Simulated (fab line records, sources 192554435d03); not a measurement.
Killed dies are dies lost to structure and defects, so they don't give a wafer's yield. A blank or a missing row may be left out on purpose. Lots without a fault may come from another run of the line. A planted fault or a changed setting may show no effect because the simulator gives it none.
Chamber matching | flow n5_finfet | N5_BEOL_M1_ETCH_77 on rie_diel-02: 4 sister chambers
The step etches underlayer in N2/H2, target depth 6.5 nm, time 5.2 s. 22 wafers are shown with their chamber, then 11 later ones without.

WAFERS WITH THEIR CHAMBER
wafer  | chamber | showerhead_plenum_p_Torr (Torr) | etch_rf_on_time_s (s) | throttle_valve_pct (%)
L074.1 | 3       | 2.58                            | 5.06                  | 17.94
L074.3 | 2       | 2.64                            | 5.35                  | 18.02
L074.6 | 2       | 2.64                            | 5.37                  | 18.00
L075.1 | 0       | 2.48                            | 5.06                  | 17.71
L075.3 | 2       | 2.64                            | 5.33                  | 18.01
L075.4 | 2       | 2.64                            | 5.38                  | 18.00
L081.3 | 2       | 2.64                            | 5.32                  | 18.04
L081.4 | 0       | 2.47                            | 5.05                  | 17.73
L081.5 | 1       | 2.51                            | 5.37                  | 18.49
L082.2 | 2       | 2.64                            | 5.30                  | 18.02
L082.4 | 0       | 2.47                            | 5.05                  | 17.73
L082.5 | 0       | 2.47                            | 5.06                  | 17.72
L083.1 | 0       | 2.47                            | 5.12                  | 17.73
L083.2 | 3       | 2.57                            | 5.11                  | 17.95
L083.4 | 2       | 2.64                            | 5.39                  | 18.04
L084.1 | 2       | 2.63                            | 5.41                  | 18.03
L084.2 | 0       | 2.47                            | 5.12                  | 17.74
L084.3 | 1       | 2.51                            | 5.37                  | 18.50
L088.1 | 2       | 2.63                            | 5.37                  | 18.07
L088.3 | 3       | 2.57                            | 5.03                  | 17.97
L088.4 | 3       | 2.57                            | 5.02                  | 18.00
L092.1 | 1       | 2.50                            | 5.32                  | 18.13

SIGNATURES (means of the wafers above)
reading                  | chamber 0 | chamber 1 | chamber 2 | chamber 3 | scatter within a chamber
showerhead_plenum_p_Torr | 2.4717    | 2.5067    | 2.6378    | 2.5725    | 0.0046
etch_rf_on_time_s        | 5.0767    | 5.3533    | 5.3578    | 5.0550    | 0.0353
throttle_valve_pct       | 17.7267   | 18.3733   | 18.0256   | 17.9650   | 0.0728
Rule: a wafer's distance from a chamber is the root of the sum, over the readings, of the square of ((its reading less the chamber's mean) divided by the reading's scatter). The wafer belongs to the nearest chamber; if the next one is less than 2 further off, it can't be placed. The scatter: the root of (the sum of the squares of (reading less its chamber's mean) over the shown wafers, divided by (wafers less chambers)).

WAFERS WITHOUT THEIR CHAMBER
wafer  | showerhead_plenum_p_Torr (Torr) | etch_rf_on_time_s (s) | throttle_valve_pct (%)
L092.4 | 2.56                            | 5.12                  | 17.98
L092.5 | 2.50                            | 5.32                  | 18.13
L094.1 | 2.56                            | 5.09                  | 18.00
L094.2 | 2.50                            | 5.22                  | 18.13
L094.5 | 2.62                            | 5.36                  | 18.08
L096.1 | 2.56                            | 5.08                  | 18.02
L096.4 | 2.62                            | 5.37                  | 18.08
L096.5 | 2.62                            | 5.36                  | 18.11
L097.2 | 2.56                            | 5.12                  | 18.01
L097.3 | 2.46                            | 5.12                  | 17.78
L097.4 | 2.50                            | 5.33                  | 18.17

WHICH CHAMBER EACH WENT THROUGH
wafer  | from the rows above | in truth
L092.4 | 3                   | 3
L092.5 | 1                   | 1
L094.1 | 3                   | 3
L094.2 | 1                   | 1
L094.5 | 2                   | 2
L096.1 | 3                   | 3
L096.4 | 2                   | 2
L096.5 | 2                   | 2
L097.2 | 3                   | 3
L097.3 | 0                   | 0
L097.4 | 1                   | 1
Placed correctly: 11 of 11. Can't be placed from these rows: 0. Placed wrongly: 0.
